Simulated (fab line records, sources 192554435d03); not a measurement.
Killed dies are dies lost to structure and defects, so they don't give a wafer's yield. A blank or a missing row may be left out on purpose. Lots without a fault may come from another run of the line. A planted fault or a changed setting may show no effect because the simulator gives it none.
fab line records | flow n5_finfet
record lots=7 wafers=21
route steps=1938 shown BEOL_M4@1026 BEOL_M5@1154 BEOL_M6@1219 BEOL_M7@1267
start_h: hours from the record's first day to the start of the lot's first wafer shown | wait_h: hours since the lot's step before | " the same as in the row above | L1.1+2: a row that stands for several wafers | - no value, or no start given | * or withheld: withheld | < > ~ a bound
route shown NAME@n: a module of which the file shows steps, and the number in the route of the first | usual: mean/standard deviation of fault-free wafers | same: alike in all rows | chamber/n: place in a boat | sites: the reading at each site | _std_site: their standard deviation | _edge_site: outer sites' mean less inner sites' | radius_mm: how far each site lies from the wafer's centre | mask NAME#n: copy n | behind: the tool/chamber that last shaped the wafer | hold: why the lot was held/for how many hours/how that ended | device: the transistor (n, p or np) that didn't switch | end of line: the same wafers' tests at the end of the route | a step without rows: its recipe alone | killed: dies lost to structure and defects at the first sort, not the wafer's yield | map: a wafer's dies, x killed, . not, _ none there
set.NAME: the setting as run; set.NAME@STEP: as run at that earlier step | model.NAME: the simulator's own value behind a step, which no gauge read
lots whose settings were changed on purpose; a table a step, a row a wafer
## steps
# step N5_BEOL_M4_COAT_62
# recipe resist=SiARC temp_c=220 time_s=60 spin_rpm=1500 resist_thk_nm=12
# columns lot.wafer tool chamber start_h wait_h set.spin_rpm model.SiARC_of_BEOL_M4_COAT_62.thk_nm
L074.3+5 litho_track-03 0 - - 1500 12
L074.6 " 0 " " 1449 12.2
L077.1+2 litho_track-04 0 - - 1610 11.6
L077.3 " 0 " " 1500 12
L078.1+5 litho_track-04 0 - - 1449 12.2
L078.4 " 0 " " 1500 12
L082.1 litho_track-02 0 - - 1500 12
L082.2+6 " 0 " " 1594 11.6
L084.2+4+5 litho_track-04 0 - - 1500 12
L093.1+6 litho_track-02 0 - - 1430 12.4
L093.4 " 0 " " 1500 12
L094.2+4+5 litho_track-02 0 - - 1500 12
# step N5_BEOL_M4_COAT_73
# recipe resist=underlayer temp_c=205 time_s=60 spin_rpm=1500 resist_thk_nm=5
# step N5_BEOL_M4_COAT_05
# recipe resist=CAR-EUV spin_rpm=1500 resist_thk_nm=30
# step N5_BEOL_M4_DESCUM_16
# recipe chemistry=O2 time_s=7 source_power_w=50 bias_power_w=20 pressure_mtorr=20 rf_frequency_hz=2.712e+07 temp_c=40 resist=CAR-EUV o2_flow_sccm=225
# step N5_BEOL_M4_ETCH_74
# recipe chemistry=N2/H2 target=underlayer target_depth_a=65 mask_material=CAR-EUV time_s=5.2 ion_energy_ev=200 pressure_mtorr=30 source_w=840 bias_w=150 n2_flow_sccm=200 h2_flow_sccm=200 ends=cleared
# step N5_BEOL_M4_ETCH_63
# recipe chemistry=CF4 target=SiARC target_depth_a=156 mask_material=CAR-EUV time_s=26 ion_energy_ev=80 pressure_mtorr=40 source_w=545 bias_w=36 Ar_flow_sccm=100 cf4_flow_sccm=100 ends=cleared
# columns lot.wafer tool chamber start_h wait_h set.spin_rpm@BEOL_M4_COAT_62 model.etch.depth_nm
L074.3 rie_diel-03 1 158.62 0.0 1500 11.95
L074.5 " 3 " " 1500 12.03
L074.6 " 2 " " 1449 12.2
L077.1 rie_diel-05 2 173.18 0.0 1610 11.55
L077.2 " 3 " " 1610 11.56
L077.3 " 0 " " 1500 11.98
L078.1 rie_diel-05 0 188.51 0.0 1449 12.18
L078.4 " 1 " " 1500 11.99
L078.5 " 1 " " 1449 12.17
L082.1 rie_diel-04 0 204.11 0.0 1500 12.02
L082.2 " 1 " " 1594 11.7
L082.6 " 1 " " 1594 11.66
L084.2 rie_diel-05 0 220.85 0.0 1500 12.01
L084.4 " 2 " " 1500 12.05
L084.5 " 0 " " 1500 12.03
L093.1 rie_diel-04 0 267.79 0.0 1430 12.34
L093.4 " 3 " " 1500 12.05
L093.6 " 3 " " 1430 12.33
L094.2 rie_diel-03 0 269.75 0.0 1500 12.03
L094.4 " 1 " " 1500 12.01
L094.5 " 3 " " 1500 12.02
# step N5_BEOL_M5_ETCH_68
# recipe chemistry=N2/H2 target=SOC target_depth_a=800 overetch_a=160 mask_material=SiARC temp_c=40 time_s=120 ion_energy_ev=200 pressure_mtorr=30 source_w=840 bias_w=150 n2_flow_sccm=200 h2_flow_sccm=200
# usual rf_vpp_V=524.2/2
# columns lot.wafer tool chamber start_h wait_h set.bias_w rf_vpp_V model.SiARC_of_BEOL_M5_COAT_66.thk_nm
L074.3 rie_diel-02 1 171.26 0.0 150 524.4 6.8
L074.5 " 0 " " 140.4 503.9 7
L074.6 " 1 " " 140.4 501.4 7.2
L077.1 rie_diel-02 3 186.94 0.0 150 522.9 6.6
L077.2 " 2 " " 150 524.3 6.4
L077.3 " 1 " " 150 521.8 6.6
L078.1 rie_diel-06 2 201.71 0.0 134.8 490.3 7
L078.4 " 1 " " 150 526.5 6.4
L078.5 " 2 " " 150 525.6 6.2
L082.1 rie_diel-01 2 217.65 0.0 129.9 476.9 7.4
L082.2 " 0 " " 129.9 480.0 7.4
L082.6 " 0 " " 129.9 478.7 7.4
L084.2 rie_diel-01 0 233.45 0.0 150 526.5 6.4
L084.4 " 1 " " 150 526.1 6.6
L084.5 " 3 " " 150 522.8 6.4
L093.1 rie_diel-06 0 279.87 0.0 165 559.1 5.2
L093.4 " 2 " " 150 524.2 6.2
L093.6 " 0 " " 150 526.7 6
L094.2 rie_diel-02 3 285.08 0.0 150 523.0 6.6
L094.4 " 1 " " 150 522.2 6.6
L094.5 " 3 " " 150 521.1 6.6
# step N5_BEOL_M5_TRENCH_ETCH_37
# recipe chemistry=C4F6/O2 target_depth_a=716.52 target=SiCOH_lowk time_s=24.7 ion_energy_ev=250 pressure_mtorr=30 source_w=345 bias_w=185 Ar_flow_sccm=300 C4F6_flow_sccm=10 O2_flow_sccm=10
# columns lot.wafer tool chamber start_h wait_h set.time_s model.BEOL_M5.feature_depth_nm model.etch.depth_nm
L074.3 rie_diel-02 1 - - 24.7 70.4 70.39
L074.5 " 0 " " 24.7 71.2 71.18
L074.6 " 1 " " 24.7 70.2 70.12
L077.1 rie_diel-02 3 - - 24.7 70 69.95
L077.2 " 2 " " 27.82 79.6 79.51
L077.3 " 1 " " 24.7 70 70.08
L078.1 rie_diel-06 2 - - 24.7 73.6 73.65
L078.4 " 1 " " 27.9 82.8 82.81
L078.5 " 2 " " 27.9 84 83.93
L082.1 rie_diel-01 2 - - 28.84 84.6 84.5
L082.2 " 0 " " 24.7 74 74.06
L082.6 " 0 " " 28.84 86.8 86.78
L084.2 rie_diel-01 0 - - 24.7 73.4 73.37
L084.4 " 1 " " 24.7 68.8 68.87
L084.5 " 3 " " 24.7 70 69.99
L093.1 rie_diel-06 0 - - 24.7 74.6 74.66
L093.4 " 2 " " 19.56 58 57.96
L093.6 " 0 " " 24.7 74.2 74.19
L094.2 rie_diel-02 3 - - 24.7 73 72.98
L094.4 " 1 " " 24.7 70.6 70.53
L094.5 " 3 " " 24.7 73 73.04
# step N5_BEOL_M5_ETCH_41
# recipe chemistry=CH3F/O2 target=SiCN target_depth_a=315 taper_deg=2 time_s=56.7 ion_energy_ev=120 mask_material=TiN pressure_mtorr=30 source_w=395 bias_w=75 Ar_flow_sccm=150 CH3F_flow_sccm=30 O2_flow_sccm=20
# step N5_BEOL_M5_STRIP_91
# recipe chemistry=N2/H2 time_s=10 power_w=450 temp_c=40 pressure_mtorr=20 rf_frequency_hz=6e+07 bias_power_w=7 n2_flow_sccm=200 h2_flow_sccm=200
# step N5_BEOL_M5_OCD_MEAS_38
# usual trench_depth_nm=71.6/1.7
# columns lot.wafer tool chamber start_h wait_h set.time_s@BEOL_M5_TRENCH_ETCH_37 trench_depth_nm
L074.3 ocd-02 - 171.60 - 24.7 70.0
L074.5 " - " " 24.7 71.0
L074.6 " - " " 24.7 70.0
L077.1 ocd-01 - 187.28 - 24.7 69.8
L077.2 " - " " 27.82 79.4
L077.3 " - " " 24.7 70.3
L078.1 ocd-02 - 202.04 - 24.7 73.3
L078.4 " - " " 27.9 83.2
L078.5 " - " " 27.9 83.8
L082.1 ocd-02 - 217.99 - 28.84 84.3
L082.2 " - " " 24.7 74.0
L082.6 " - " " 28.84 86.4
L084.2 ocd-01 - 233.79 - 24.7 73.4
L084.4 " - " " 24.7 69.2
L084.5 " - " " 24.7 69.9
L093.1 ocd-02 - 280.21 - 24.7 73.6
L093.4 " - " " 19.56 58.0
L093.6 " - " " 24.7 74.2
L094.2 ocd-01 - 285.42 - 24.7 72.8
L094.4 " - " " 24.7 70.0
L094.5 " - " " 24.7 73.2
# step N5_BEOL_M5_HM_STRIP_39
# recipe chemistry=peroxide_tin_strip material=TiN target_depth_a=250 temp_c=50 time_s=158
# step N5_BEOL_M5_SRD_40
# recipe time_s=30 temp_c=23 rinse_liquid=diw dry=ipa_marangoni
# step N5_BEOL_M5_ECD_50
# recipe material=Cu target_thk_a=3000
# step N5_BEOL_M5_ANNEAL_51
# recipe temp_c=225 time_s=90 ambient=N2
# step N5_BEOL_M5_CMP_52
# recipe stop_on=SiCOH_lowk t_overpolish_s=6.9 down_force_psi=1 platen_rpm=50 clearing_platen_down_force_psi=1.5 clearing_platen_rpm=50 post_cmp_clean=cu_alkaline target_thk_nm=62 clearing_platen_pad_velocity_m_s=0.99484 pad_velocity_m_s=0.99484
# columns lot.wafer tool chamber start_h wait_h set.time_s@BEOL_M5_TRENCH_ETCH_37 model.Cu_of_BEOL_M5_ECD_50.thk_nm
L074.3 cmp-01 3 179.16 0.2 24.7 61
L074.5 " 2 " " 24.7 61.6
L074.6 " 3 " " 24.7 62.2
L077.1 cmp-03 0 196.80 0.3 24.7 60.2
L077.3 " 1 " " 24.7 63.6
L077.2 " 3 " " 27.82 68.6
L078.4 cmp-02 0 209.29 0.1 27.9 73.2
L078.1 " 3 " " 24.7 61.6
L078.5 " 1 " " 27.9 72.8
L082.1 cmp-01 2 223.93 0.3 28.84 73.4
L082.2 " 0 " " 24.7 63.6
L082.6 " 1 " " 28.84 77.8
L084.2 cmp-01 3 240.02 0.2 24.7 63
L084.4 " 0 " " 24.7 57.2
L084.5 " 0 " " 24.7 57.4
L093.1 cmp-03 0 287.96 0.3 24.7 65
L093.4 " 2 " " 19.56 48.6
L093.6 " 0 " " 24.7 64.4
L094.2 cmp-03 2 291.92 0.2 24.7 65.2
L094.4 " 3 " " 24.7 60.6
L094.5 " 3 " " 24.7 63.4
# step N5_BEOL_M5_THK_MEAS_53
# recipe thk_meas_gauge=xrf reads=Cu_of_BEOL_M5_ECD_50
# usual M5_THK=63.6/2.5
# columns lot.wafer tool chamber start_h wait_h set.time_s@BEOL_M5_TRENCH_ETCH_37 M5_THK[nm]
L074.3 film_metro-02 - 179.42 - 24.7 62.3
L074.5 " - " " 24.7 63.4
L074.6 " - " " 24.7 63.7
L077.1 film_metro-02 - 197.09 - 24.7 62.2
L077.2 " - " " 27.82 70.8
L077.3 " - " " 24.7 65.5
L078.1 film_metro-01 - 209.59 - 24.7 63.3
L078.4 " - " " 27.9 75.2
L078.5 " - " " 27.9 74.7
L082.1 film_metro-02 - 224.19 - 28.84 74.9
L082.2 " - " " 24.7 65.1
L082.6 " - " " 28.84 79.5
L084.2 film_metro-02 - 240.32 - 24.7 64.4
L084.4 " - " " 24.7 58.9
L084.5 " - " " 24.7 58.6
L093.1 film_metro-01 - 288.26 - 24.7 66.7
L093.4 " - " " 19.56 50.0
L093.6 " - " " 24.7 66.1
L094.2 film_metro-02 - 292.22 - 24.7 66.8
L094.4 " - " " 24.7 61.8
L094.5 " - " " 24.7 64.5
# step N5_BEOL_M5_PRE_CLEAN_77
# recipe gas=NH3/H2 time_s=15 temp_c=* rf_power_w=300
# step N5_BEOL_M5_CO_CAP_78
# recipe material=Co target_thk_a=20 temp_c=200 precursor=CCTBA/H2 pressure_torr=30 time_s=102.1
# step N5_BEOL_M5_PRE_CLEAN_55
# recipe gas=NH3 time_s=15 temp_c=withheld rf_power_w=300
# step N5_BEOL_M5_DEP_56
# recipe material=SiCN target_thk_a=80 temp_c=withheld precursor=3MS/NH3 pressure_torr=3 rf_w=202 time_s=14
# step N5_BEOL_M5_RS_MEAS_57
# recipe thk_meas_gauge=four-point-probe reads=Co_of_BEOL_M5_CO_CAP_78+Cu_of_BEOL_M5_ECD_50+Co_of_BEOL_M5_CVD_47+TaN_of_BEOL_M5_ALD_86
# usual M5_RS=0.385/0.018
# columns lot.wafer tool chamber start_h wait_h set.time_s@BEOL_M5_TRENCH_ETCH_37 M5_RS[ohm/sq]
L074.3 film_metro-02 - 179.74 0.1 24.7 0.393
L074.5 " - " " 24.7 0.388
L074.6 " - " " 24.7 0.385
L077.1 film_metro-01 - 197.38 0.1 24.7 0.400
L077.2 " - " " 27.82 0.342
L077.3 " - " " 24.7 0.374
L078.1 film_metro-02 - 209.93 0.1 24.7 0.390
L078.4 " - " " 27.9 0.317
L078.5 " - " " 27.9 0.318
L082.1 film_metro-01 - 224.48 0.1 28.84 0.315
L082.2 " - " " 24.7 0.373
L082.6 " - " " 28.84 0.294
L084.2 film_metro-01 - 240.58 0.1 24.7 0.378
L084.4 " - " " 24.7 0.426
L084.5 " - " " 24.7 0.424
L093.1 film_metro-02 - 288.55 0.1 24.7 0.365
L093.4 " - " " 19.56 0.522
L093.6 " - " " 24.7 0.370
L094.2 film_metro-01 - 292.48 0.1 24.7 0.364
L094.4 " - " " 24.7 0.397
L094.5 " - " " 24.7 0.376
# step N5_BEOL_M6_COAT_64
# recipe resist=SiARC temp_c=220 time_s=60 spin_rpm=1500 resist_thk_nm=12
# columns lot.wafer tool chamber start_h wait_h set.spin_rpm model.SiARC_of_BEOL_M6_COAT_64.thk_nm
L074.3+6 litho_track-03 0 - - 1500 12
L074.5 " 0 " " 1655 11.4
L077.1 litho_track-04 0 - - 1598 11.6
L077.2+3 " 0 " " 1500 12
L078.1+5 litho_track-03 0 - - 1341 12.6
L078.4 " 0 " " 1500 12
L082.1 litho_track-04 0 - - 1500 12
L082.2+6 " 0 " " 1608 11.6
L084.2+4+5 litho_track-01 0 - - 1500 12
L093.1+4 litho_track-04 0 - - 1409 12.4
L093.6 " 0 " " 1500 12
L094.2+4 litho_track-04 0 - - 1566 11.8
L094.5 " 0 " " 1500 12
# step N5_BEOL_M6_COAT_71
# recipe resist=underlayer temp_c=205 time_s=60 spin_rpm=1500 resist_thk_nm=5
# step N5_BEOL_M6_COAT_22
# recipe resist=CAR-EUV spin_rpm=1500 resist_thk_nm=30
# step N5_BEOL_M6_DESCUM_33
# recipe chemistry=O2 time_s=7 source_power_w=50 bias_power_w=20 pressure_mtorr=20 rf_frequency_hz=2.712e+07 temp_c=40 resist=CAR-EUV o2_flow_sccm=225
# step N5_BEOL_M6_ETCH_72
# recipe chemistry=N2/H2 target=underlayer target_depth_a=65 mask_material=CAR-EUV time_s=5.2 ion_energy_ev=200 pressure_mtorr=30 source_w=840 bias_w=150 n2_flow_sccm=200 h2_flow_sccm=200 ends=cleared
# step N5_BEOL_M6_ETCH_65
# recipe chemistry=CF4 target=SiARC target_depth_a=156 mask_material=CAR-EUV time_s=26 ion_energy_ev=80 pressure_mtorr=40 source_w=545 bias_w=36 Ar_flow_sccm=100 cf4_flow_sccm=100 ends=cleared
# columns lot.wafer tool chamber start_h wait_h set.spin_rpm@BEOL_M6_COAT_64 model.etch.depth_nm
L074.3+6 rie_diel-05 3,2 184.38 0.0 1500 11.99
L074.5 " 3 " " 1655 11.47
L077.1 rie_diel-04 0 201.18 0.0 1598 11.64
L077.2 " 2 " " 1500 12
L077.3 " 3 " " 1500 11.96
L078.1 rie_diel-05 0 215.17 0.0 1341 12.7
L078.4 " 2 " " 1500 12.02
L078.5 " 0 " " 1341 12.69
L082.1 rie_diel-03 0 227.07 0.0 1500 12.03
L082.2+6 " 3,0 " " 1608 11.63
L084.2+4 rie_diel-03 0,1 245.80 0.0 1500 11.98
L084.5 " 2 " " 1500 12
L093.1 rie_diel-04 0 291.58 0.0 1409 12.35
L093.4 " 1 " " 1409 12.31
L093.6 " 2 " " 1500 11.95
L094.2 rie_diel-05 2 295.31 0.0 1566 11.77
L094.4 " 0 " " 1566 11.74
L094.5 " 1 " " 1500 12
# step N5_BEOL_M7_HM_DEP_02
# recipe material=TiN target_thk_a=200 temp_c=25 chamber_pressure_pa=0.49996
# columns lot.wafer tool chamber start_h wait_h set.target_thk_a model.TiN_of_BEOL_M7_HM_DEP_02.thk_nm
L074.3 pvd_sputter-02 - 192.13 2.2 187.6 18.4
L074.5 " - " " 200 19.8
L074.6 " - " " 200 19.6
L077.1 pvd_sputter-03 - 207.07 1.8 200 20
L077.2 " - " " 200 19.8
L077.3 " - " " 181.5 17.6
L078.1 pvd_sputter-03 - 219.20 0.0 200 20.6
L078.4 " - " " 200 20.4
L078.5 " - " " 200 20.2
L082.1 pvd_sputter-03 - 231.07 0.0 200 20.6
L082.2 " - " " 190.2 19.4
L082.6 " - " " 200 20.4
L084.2+4 pvd_sputter-02 - 251.35 1.6 200 19.6
L084.5 " - " " 200 20
L093.1 pvd_sputter-02 - 295.34 0.3 173.8 17
L093.4 " - " " 173.8 16.6
L093.6 " - " " 200 19.6
L094.2+5 pvd_sputter-02 - 299.48 0.3 200 19.2
L094.4 " - " " 200 19.4
# step N5_BEOL_M7_COAT_05
# recipe resist=CAR-ArF spin_rpm=1500 resist_thk_nm=90
# columns lot.wafer tool chamber start_h wait_h set.spin_rpm model.CAR-ArF_of_BEOL_M7_COAT_05.thk_nm
L074.3+5+6 litho_track-02 0 - - 1500 90
L077.1 litho_track-02 0 - - 1578 88
L077.2 " 0 " " 1500 90.2
L077.3 " 0 " " 1500 90.4
L078.1 litho_track-03 0 - - 1500 90
L078.4+5 " 0 " " 1331 95.4
L082.1 litho_track-02 0 - - 1637 86.4
L082.2 " 0 " " 1500 90.4
L082.6 " 0 " " 1500 90
L084.2+4+5 litho_track-05 0 - - 1500 90.4
L093.1 litho_track-02 0 - - 1500 90
L093.4+6 " 0 " " 1500 90.2
L094.2 litho_track-05 0 - - 1500 90.6
L094.4 " 0 " " 1393 93.8
L094.5 " 0 " " 1393 94
# step N5_BEOL_M7_EBR_07
# recipe solvent=PGMEA ebr_width_mm=1.5
# step N5_BEOL_M7_SOFTBAKE_06
# recipe temp_c=110 time_s=60 resist=CAR-ArF
# step N5_BEOL_M7_DESCUM_16
# recipe chemistry=O2 time_s=7.9 source_power_w=50 bias_power_w=20 pressure_mtorr=20 rf_frequency_hz=2.712e+07 temp_c=40 resist=CAR-ArF o2_flow_sccm=225
# step N5_BEOL_M7_ETCH_61
# recipe chemistry=CF4 target=SiARC target_depth_a=455 mask_material=CAR-ArF time_s=75.8 ion_energy_ev=80 pressure_mtorr=40 source_w=545 bias_w=36 Ar_flow_sccm=100 cf4_flow_sccm=100 ends=cleared
# columns lot.wafer tool chamber start_h wait_h set.spin_rpm@BEOL_M7_COAT_05 model.CAR-ArF_of_BEOL_M7_COAT_05.thk_nm
L074.3+5+6 rie_diel-06 3,3,0 192.92 0.0 1500 50.6
L077.1 rie_diel-06 1 207.56 0.0 1578 48.8
L077.2 " 0 " " 1500 50.8
L077.3 " 2 " " 1500 51.2
L078.1 rie_diel-06 3 219.69 0.0 1500 50.6
L078.4 " 0 " " 1331 56
L078.5 " 1 " " 1331 56.2
L082.1 rie_diel-02 1 231.71 0.0 1637 47
L082.2 " 3 " " 1500 51.2
L082.6 " 2 " " 1500 51
L084.2 rie_diel-06 1 251.97 0.0 1500 50.8
L084.4+5 " 3,0 " " 1500 51
L093.1+6 rie_diel-02 1,3 296.00 0.0 1500 50.8
L093.4 " 0 " " 1500 51
L094.2 rie_diel-06 0 300.10 0.0 1500 51.2
L094.4 " 1 " " 1393 54.4
L094.5 " 2 " " 1393 54.6
# step N5_BEOL_M7_ETCH_62
# recipe chemistry=N2/H2 target=SOC target_depth_a=1100 overetch_a=220 mask_material=SiARC temp_c=40 time_s=165 ion_energy_ev=200 pressure_mtorr=30 source_w=840 bias_w=150 n2_flow_sccm=200 h2_flow_sccm=200
# step N5_BEOL_M7_STRIP_68
# recipe chemistry=N2/H2 temp_c=40 n2_flow_sccm=200 h2_flow_sccm=200 rf_frequency_hz=6e+07
# step N5_BEOL_M7_STRIP_67
# recipe chemistry=CF4 resist=SiARC power_w=300 bias_power_w=75 pressure_mtorr=50 cf4_flow_sccm=150 rf_frequency_hz=6e+07
# step N5_BEOL_M7_HM_OPEN_17
# recipe chemistry=Cl2/BCl3 target_depth_a=200 overetch_a=60 target=TiN mask_material=SOC ion_energy_ev=150 pressure_mtorr=10 icp_w=1000 bias_w=126 Cl2_flow_sccm=53.25 bcl3_flow_sccm=21.75 Ar_flow_sccm=25
# columns lot.wafer tool chamber start_h wait_h set.target_thk_a@BEOL_M7_HM_DEP_02 model.etch.depth_nm
L074.3 rie_metal-01 0 193.20 0.1 187.6 18.4
L074.5 " 0 " " 200 19.89
L074.6 " 1 " " 200 19.69
L077.1 rie_metal-01 1 207.81 0.0 200 19.98
L077.2 " 0 " " 200 19.78
L077.3 " 0 " " 181.5 17.68
L078.1 rie_metal-02 1 219.94 0.0 200 20.57
L078.4 " 1 " " 200 20.44
L078.5 " 1 " " 200 20.28
L082.1 rie_metal-03 0 231.95 0.0 200 20.55
L082.2 " 1 " " 190.2 19.47
L082.6 " 0 " " 200 20.33
L084.2 rie_metal-01 0 252.21 0.0 200 19.58
L084.4 " 1 " " 200 19.68
L084.5 " 1 " " 200 19.99
L093.1 rie_metal-03 0 296.25 0.0 173.8 17.03
L093.4 " 1 " " 173.8 16.69
L093.6 " 1 " " 200 19.57
L094.2 rie_metal-01 1 300.35 0.0 200 19.18
L094.4 " 0 " " 200 19.41
L094.5 " 1 " " 200 19.28
## key
split step=N5_BEOL_M4_COAT_62 setting=spin_rpm stated=1500 by=wafer
response step=N5_BEOL_M4_COAT_62 reading=model.SiARC_of_BEOL_M4_COAT_62.thk_nm change=-0.0628 per=1% r=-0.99
response step=N5_BEOL_M4_ETCH_63 reading=model.etch.depth_nm change=-0.0574 per=1% r=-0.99
split step=N5_BEOL_M5_ETCH_68 setting=bias_w stated=150 by=wafer
response step=N5_BEOL_M5_ETCH_68 reading=rf_vpp_V change=+3.44 per=1% r=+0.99
response step=N5_BEOL_M5_ETCH_68 reading=model.SiARC_of_BEOL_M5_COAT_66.thk_nm change=-0.0739 per=1% r=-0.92
split step=N5_BEOL_M5_TRENCH_ETCH_37 setting=time_s stated=24.7 by=wafer
response step=N5_BEOL_M5_TRENCH_ETCH_37 reading=model.BEOL_M5.feature_depth_nm change=+0.754 per=1% r=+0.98
response step=N5_BEOL_M5_TRENCH_ETCH_37 reading=model.etch.depth_nm change=+0.751 per=1% r=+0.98
response step=N5_BEOL_M5_OCD_MEAS_38 reading=trench_depth_nm change=+0.74 per=1% r=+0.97
response step=N5_BEOL_M5_CMP_52 reading=model.Cu_of_BEOL_M5_ECD_50.thk_nm change=+0.738 per=1% r=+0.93
response step=N5_BEOL_M5_THK_MEAS_53 reading=M5_THK change=+0.753 per=1% r=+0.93
response step=N5_BEOL_M5_RS_MEAS_57 reading=M5_RS change=-0.00564 per=1% r=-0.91
split step=N5_BEOL_M6_COAT_64 setting=spin_rpm stated=1500 by=wafer
response step=N5_BEOL_M6_COAT_64 reading=model.SiARC_of_BEOL_M6_COAT_64.thk_nm change=-0.0578 per=1% r=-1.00
response step=N5_BEOL_M6_ETCH_65 reading=model.etch.depth_nm change=-0.057 per=1% r=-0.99
split step=N5_BEOL_M7_HM_DEP_02 setting=target_thk_a stated=200 by=wafer
response step=N5_BEOL_M7_HM_DEP_02 reading=model.TiN_of_BEOL_M7_HM_DEP_02.thk_nm change=+0.223 per=1% r=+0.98
response step=N5_BEOL_M7_HM_OPEN_17 reading=model.etch.depth_nm change=+0.217 per=1% r=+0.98
split step=N5_BEOL_M7_COAT_05 setting=spin_rpm stated=1500 by=wafer
response step=N5_BEOL_M7_COAT_05 reading=model.CAR-ArF_of_BEOL_M7_COAT_05.thk_nm change=-0.455 per=1% r=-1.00
response step=N5_BEOL_M7_ETCH_61 reading=model.CAR-ArF_of_BEOL_M7_COAT_05.thk_nm change=-0.466 per=1% r=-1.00
